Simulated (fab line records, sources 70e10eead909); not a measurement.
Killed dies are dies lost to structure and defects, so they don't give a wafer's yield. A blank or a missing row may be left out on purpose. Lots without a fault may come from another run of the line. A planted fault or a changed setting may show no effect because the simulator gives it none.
fab line records | flow nand_harc
record lots=5 wafers=15 last_day=32
route steps=1302 shown A_BONDPAD@1225 HYBRID_BOND@1237 END@1302
lots that met no fault: from a run of the same line without faults
start_h: hours from the record's first day to the start of the lot's first wafer shown | wait_h: hours since the lot's step before | " the same as in the row above | L1.1+2: a row that stands for several wafers | - no value, or no start given | * or withheld: withheld | < > ~ a bound
route shown NAME@n: a module of which the file shows steps, and the number in the route of the first | usual: mean/standard deviation of fault-free wafers | same: alike in all rows | chamber/n: place in a boat | sites: the reading at each site | _std_site: their standard deviation | _edge_site: outer sites' mean less inner sites' | radius_mm: how far each site lies from the wafer's centre | mask NAME#n: copy n | behind: the tool/chamber that last shaped the wafer | hold: why the lot was held/for how many hours/how that ended | device: the transistor (n, p or np) that didn't switch | end of line: the same wafers' tests at the end of the route | a step without rows: its recipe alone | killed: dies lost to structure and defects at the first sort, not the wafer's yield | map: a wafer's dies, x killed, . not, _ none there
set.NAME: the setting as run; set.NAME@STEP: as run at that earlier step | model.NAME: the simulator's own value behind a step, which no gauge read
lots at some steps of the route; a table a step, a row a wafer
services: from which hour (start_h, from the record's first day; less than 0 if before it) a tool's chamber was out of use, for how many hours, and why
## steps
# step NHARC_A_BONDPAD_DEGAS_25
# recipe temp_c=300 time_s=60
# usual heater_power_w=463/47
# columns lot.wafer tool chamber start_h wait_h heater_power_w
L854.1 pvd_sputter-01 - 533.52 - 452
L854.4 " - " " 427
L854.6 " - " " 525
L856.3 pvd_sputter-01 - 572.28 - 439
L856.1 " - " " 434
L856.5 " - " " 420
L863.2 pvd_sputter-01 - 619.63 - 434
L863.1 " - " " 425
L863.5 " - " " 524
L867.1 pvd_sputter-02 - 666.73 - 483
L867.4 " - " " 460
L867.5 " - " " 453
L873.2 pvd_sputter-02 - 724.23 - 398
L873.4 " - " " 436
L873.5 " - " " 474
# step NHARC_A_BONDPAD_PRE_CLEAN_26
# recipe time_s=30 temp_c=280 gas=H2/He
# usual heater_power_w=403/41
# columns lot.wafer tool chamber start_h wait_h heater_power_w
L854.4 pvd_sputter-01 - - - 386
L854.1 " - " " 456
L854.6 " - " " 397
L856.3 pvd_sputter-01 - - - 462
L856.1 " - " " 389
L856.5 " - " " 387
L863.2 pvd_sputter-01 - - - 387
L863.1 " - " " 388
L863.5 " - " " 375
L867.4 pvd_sputter-02 - - - 419
L867.1 " - " " 398
L867.5 " - " " 340
L873.4 pvd_sputter-02 - - - 402
L873.2 " - " " 430
L873.5 " - " " 347
# step NHARC_A_BONDPAD_PVD_17
# recipe target_thk_a=50 bias_v=168.6 power_w=15000 chamber_pressure_pa=0.12 time_s=8.06 substrate_temp_c=50 material=TaN
# usual cathode_dc_power_W=15000/2.7 chamber_pressure_pa=0.12002/0.00022 throttle_valve_pct=29.4/0.98
# columns lot.wafer tool chamber start_h wait_h cathode_dc_power_W chamber_pressure_pa throttle_valve_pct
L854.1 pvd_sputter-01 - - - 14999 0.12022 30.9
L854.4 " - " " 15003 0.12002 28.6
L854.6 " - " " 15004 0.12035 30.3
L856.1 pvd_sputter-01 - - - 15001 0.1205 28.3
L856.3 " - " " 15007 0.12021 28.3
L856.5 " - " " 14998 0.12052 28.4
L863.2 pvd_sputter-01 - - - 15004 0.11974 31.0
L863.1 " - " " 15000 0.12005 29.0
L863.5 " - " " 15001 0.11993 29.4
L867.1 pvd_sputter-02 - - - 15004 0.11987 29.4
L867.4 " - " " 15006 0.11946 28.7
L867.5 " - " " 14999 0.11975 29.0
L873.4 pvd_sputter-02 - - - 15002 0.11962 29.3
L873.2 " - " " 15001 0.12006 28.8
L873.5 " - " " 15000 0.11983 29.4
# step NHARC_A_BONDPAD_PVD_27
# recipe target_thk_a=300 chamber_pressure_pa=5 power_w=5000 substrate_temp_c=30 time_s=20.49 material=Cu
# usual cathode_dc_power_W=5000.0/0.85 chamber_pressure_pa=5.000/0.01 throttle_valve_pct=29.3/0.99
# columns lot.wafer tool chamber start_h wait_h cathode_dc_power_W chamber_pressure_pa throttle_valve_pct
L854.4 pvd_sputter-01 - - - 5001.0 5.011 30.3
L854.1 " - " " 5000.1 5.017 28.5
L854.6 " - " " 5001.4 5.021 31.3
L856.3 pvd_sputter-01 - - - 5000.0 5.005 28.3
L856.1 " - " " 5000.0 5.001 28.1
L856.5 " - " " 4999.8 4.994 31.1
L863.1 pvd_sputter-01 - - - 4999.8 5.014 29.4
L863.2 " - " " 4998.7 4.997 28.9
L863.5 " - " " 5000.7 5.012 29.3
L867.1 pvd_sputter-02 - - - 4999.9 4.988 28.7
L867.4 " - " " 5000.2 5.012 29.1
L867.5 " - " " 5000.1 5.011 28.8
L873.2 pvd_sputter-02 - - - 5000.6 5.019 29.0
L873.4 " - " " 5000.4 5.009 29.3
L873.5 " - " " 5000.9 4.975 29.2
# step NHARC_A_BONDPAD_ECD_18
# recipe target_thk_a=4000 bath_temp_c=25 material=Cu
# step NHARC_A_BONDPAD_ANNEAL_28
# recipe temp_c=225 time_s=90
# step NHARC_A_BONDPAD_CMP_19
# recipe t_overpolish_s=30 cu_recess_touch_s=16 target_thk_nm=169.82
# usual motor_current_A=11.8/1.2 overpolish_run_s=30.000/0.01
# columns lot.wafer tool chamber start_h wait_h motor_current_A overpolish_run_s
L854.4 cmp-02 3 534.71 - 11.7 30.016
L854.1 " 1 " " 12.7 30.003
L854.6 " 3 " " 12.0 30.012
L856.3 cmp-04 3 573.40 - 13.9 29.996
L856.1 " 2 " " 9.6 30.007
L856.5 " 3 " " 13.9 29.986
L863.2 cmp-04 1 620.73 - 11.2 30.000
L863.1 " 2 " " 10.2 30.009
L863.5 " 0 " " 12.0 29.986
L867.4 cmp-02 1 667.95 - 12.4 30.000
L867.1 " 0 " " 13.3 29.993
L867.5 " 1 " " 12.8 29.999
L873.2 cmp-04 0 725.32 - 12.4 29.995
L873.4 " 2 " " 9.6 29.994
L873.5 " 0 " " 12.1 29.988
# step NHARC_A_BONDPAD_THK_MEAS_20
# recipe thk_meas_gauge=xrf
# usual thk_nm=170.1/1.4
# columns lot.wafer tool chamber start_h wait_h thk_nm
L854.1 film_metro-01 - 535.03 - 167.7
L854.4 " - " " 170.4
L854.6 " - " " 169.4
L856.1 film_metro-01 - 573.72 - 169.3
L856.3 " - " " 170.2
L856.5 " - " " 166.5
L863.1 film_metro-01 - 621.02 - 170.4
L863.2 " - " " 170.2
L863.5 " - " " 172.9
L867.1 film_metro-01 - 668.27 - 171.9
L867.4 " - " " 167.6
L867.5 " - " " 172.6
L873.2 film_metro-01 - 725.64 - 171.5
L873.4 " - " " 171.8
L873.5 " - " " 168.7
# step NHARC_A_BONDPAD_SRD_21
# recipe time_s=30 temp_c=23 dry_time_s=20 spin_rpm=1500
# step NHARC_A_BONDPAD_INSPECT_23
# usual raw_defect_count=525/120
# columns lot.wafer tool chamber start_h wait_h raw_defect_count
L854.1 defect_inspect-01 - 535.24 0.0 652
L854.4 " - " " 379
L854.6 " - " " 480
L856.1 defect_inspect-02 - 573.92 0.0 388
L856.3 " - " " 454
L856.5 " - " " 446
L863.1 defect_inspect-02 - 621.25 0.0 482
L863.2 " - " " 513
L863.5 " - " " 526
L867.1 defect_inspect-02 - 668.50 0.0 652
L867.4 " - " " 586
L867.5 " - " " 843
L873.2 defect_inspect-02 - 725.85 0.0 636
L873.4 " - " " 694
L873.5 " - " " 578
# step NHARC_HYBRID_BOND_ACTIVATE_00
# recipe time_s=60 n2_flow_sccm=200 ar_flow_sccm=0 bias_power_w=0 chemistry=N2
# usual drypump_motor_current_A=5.7/0.42 oes_product_au=0.997/0.0082 rf_vpp_V=64.0/0.88 run_length_s=81.1/0.47 showerhead_plenum_p_Torr=1.75/0.089
# same bias_power_w=0
# columns lot.wafer tool chamber start_h wait_h drypump_motor_current_A oes_product_au rf_hours_counter_h rf_vpp_V run_length_s showerhead_plenum_p_Torr
L854.1 rie_diel-03 3 535.30 0.1 6.5 0.993 6 64.8 81.5 1.81
L854.4 " 2 " " 5.5 0.992 6 64.0 80.9 1.71
L854.6 " 0 " " 5.4 1.000 - 63.8 81.5 1.63
L856.1 rie_diel-03 3 574.01 0.1 6.4 0.995 10 63.6 81.0 1.80
L856.3 " 0 " " 5.4 0.999 7 63.1 81.6 1.63
L856.5 " 2 " " 5.6 1.001 - 63.2 80.9 1.70
L863.2 rie_diel-03 3 621.33 0.1 6.4 0.999 16 64.1 81.6 1.80
L863.1 " 0 " " 5.4 1.002 11 61.5 81.6 1.63
L863.5 " 2 " " 5.6 1.007 - 64.7 80.8 1.70
L867.1 rie_diel-10 1 668.56 0.1 6.1 1.004 20 63.5 81.3 1.69
L867.4 " 2 " " 5.5 1.010 13 64.6 80.9 1.90
L867.5 " 2 " " 5.5 1.005 - 65.4 80.7 1.90
L873.4 rie_diel-03 0 725.92 0.1 5.4 0.991 8 63.8 81.4 1.63
L873.2 " 2 " " 5.5 0.981 7 63.4 80.7 1.70
L873.5 " 3 " " 6.4 0.993 - 64.5 79.4 1.80
# step NHARC_HYBRID_BOND_PRECLEAN_01
# recipe time_s=300 temp_c=23 chemistry=DIW
# step NHARC_END_SORT_01
# recipe temp_c=25
# usual defect_limited_yield=91.5/2.9 killed_at_array=53/20 killed_at_other=1/1.2 killed_at_periphery=3.7/2.6 killed_dies=58/20 killed_open=3.5/1.8 killed_short=2.4/1.7 sort_bin_2_pct=3.1/1.3 sort_bin_3_pct=0.6/0.4 sort_bin_4_pct=4.9/1.7 sort_n_pass=619/20 sort_rim_yield_pct=92/4 sort_yield_pct=91.5/2.9
# same gross_dies=677 sort_bin_5_pct[%]=0 sort_bin_6_pct[%]=0 sort_bin_7_pct[%]=0 sort_bin_8_pct[%]=0 sort_rim_n_gross=106.00
# columns lot.wafer tool chamber start_h wait_h defect_limited_yield[%] killed_at_array killed_at_other killed_at_periphery killed_dies killed_open killed_short sort_bin_2_pct[%] sort_bin_3_pct[%] sort_bin_4_pct[%] sort_n_pass sort_rim_yield_pct[%] sort_yield_pct[%]
L863.1 prober-02 0 653.36 2.5 90.3 64 1 1 66 1 3 4.0 0.3 5.5 611 97 90.3
L863.2 prober-02 0 654.16 2.8 90.0 60 3 5 68 3 3 3.5 0.6 5.9 609 90 90.0
L863.5 prober-02 0 656.56 3.7 89.2 65 3 5 73 4 5 4.3 0.6 5.9 604 93 89.2
L867.1 prober-01 0 696.56 2.5 95.3 28 1 3 32 0 3 1.9 0.4 2.4 645 92 95.3
L867.4 prober-01 0 698.95 3.4 93.5 40 0 4 44 2 2 2.1 0.9 3.5 633 93 93.5
L867.5 prober-01 0 699.75 3.7 91.4 56 1 1 58 4 2 3.8 0.4 4.3 619 92 91.4
# killed by level:class
L863.1 A_CHANNEL_HOLE_D1:chamber_film_flake=32 A_CHANNEL_HOLE_D2:chamber_film_flake=16 A_CONTACT:chamber_film_flake=6 A_DECK1_JOINT:chamber_film_flake=3 A_ZERO_WELL:chamber_film_flake=2 A_ONON_D2:geometric_particle:short=1 A_CHANNEL_HOLE_D2:geometric_particle:open=1 A_SGD_CUT:geometric_particle:short=1
L863.2 A_CHANNEL_HOLE_D1:chamber_film_flake=32 A_CHANNEL_HOLE_D2:chamber_film_flake=12 A_CONTACT:chamber_film_flake=6 P_M2:chamber_film_flake=3 A_WL_FILL:chamber_film_flake=3 THIN_TSV:chamber_film_flake=3 P_M0:geometric_particle:short=1 P_M1:geometric_particle:open=1
L863.5 A_CHANNEL_HOLE_D1:chamber_film_flake=30 A_CHANNEL_HOLE_D2:chamber_film_flake=19 A_CONTACT:chamber_film_flake=5 A_STAIRCASE:chamber_film_flake=3 THIN_TSV:chamber_film_flake=3 A_ONON_D1:geometric_particle:short=2 P_ZERO_WELL:chamber_film_flake=2 P_CONTACT:geometric_particle:open=1
L867.1 A_SLIT:chamber_film_flake=14 A_CONTACT:chamber_film_flake=6 A_CHANNEL_HOLE_D1:chamber_film_flake=3 P_M2:geometric_particle:short=1 A_CHANNEL_FILL_D2:geometric_particle:short=1 A_BLC:geometric_particle:short=1 P_ZERO_WELL:chamber_film_flake=1 P_GATE:chamber_film_flake=1
L867.4 A_SLIT:chamber_film_flake=29 A_CHANNEL_HOLE_D1:chamber_film_flake=3 P_ZERO_WELL:chamber_film_flake=2 A_CONTACT:chamber_film_flake=2 A_BLC:chamber_film_flake=2 P_GATE:geometric_particle:short=1 A_ONON_D2:geometric_particle:open=1 A_SGD_CUT:geometric_particle:short=1
L867.5 A_SLIT:chamber_film_flake=38 A_CONTACT:chamber_film_flake=5 A_CHANNEL_HOLE_D1:chamber_film_flake=3 A_BLC:chamber_film_flake=3 A_WL_FILL:geometric_particle:short=2 A_CHANNEL_FILL_D1:geometric_particle:open=1 A_BLC:geometric_particle:open=1 A_M0:geometric_particle:open=1
## services
# columns tool chamber start_h hours kind
rie_diel-03 0 516.54 - clean
rie_diel-03 1 516.54 - clean
rie_diel-03 - 521.08 1.2 repair
rie_diel-03 - 522.61 0.4 repair
cmp-02 - 528.72 4.0 pm
pvd_sputter-02 - 533.43 6.7 repair
rie_diel-03 0 543.91 14.9 repair
cmp-02 - 549.91 1.0 repair
pvd_sputter-02 - 572.80 15.3 repair
rie_diel-10 2 582.99 5.5 repair
pvd_sputter-01 - 588.01 10.0 pm
rie_diel-03 0 590.83 8.3 repair
cmp-04 - 601.00 4.0 pm
rie_diel-10 - 602.53 9.0 pm
pvd_sputter-02 - 610.30 15.0 repair
rie_diel-10 2 621.33 14.7 repair
rie_diel-03 - 635.55 9.0 pm
pvd_sputter-02 - 638.08 10.0 pm
pvd_sputter-01 - 642.25 21.2 repair
cmp-04 - 656.55 1.7 repair
cmp-04 - 691.23 0.2 repair
cmp-04 - 699.00 4.0 pm
rie_diel-10 1 722.44 14.7 repair
cmp-02 - 724.79 4.0 pm
## key
first_sign step=NHARC_HYBRID_BOND_ACTIVATE_00 reading=run_length_s direction=down sigmas=3.6 usual=* struck=*
effect none on later readings
met_at NHARC_HYBRID_BOND_ACTIVATE_00
struck_wafers L873.5
onset_between 621.33 725.92
fault kind=process_parameter_drift tool=rie_diel-03 chamber=- onset_h=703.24 steps=NHARC_HYBRID_BOND_ACTIVATE_00 channel=time_s offset=* shape=step end_h=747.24 scope=struck_wafers_only acts_in=* stated=*
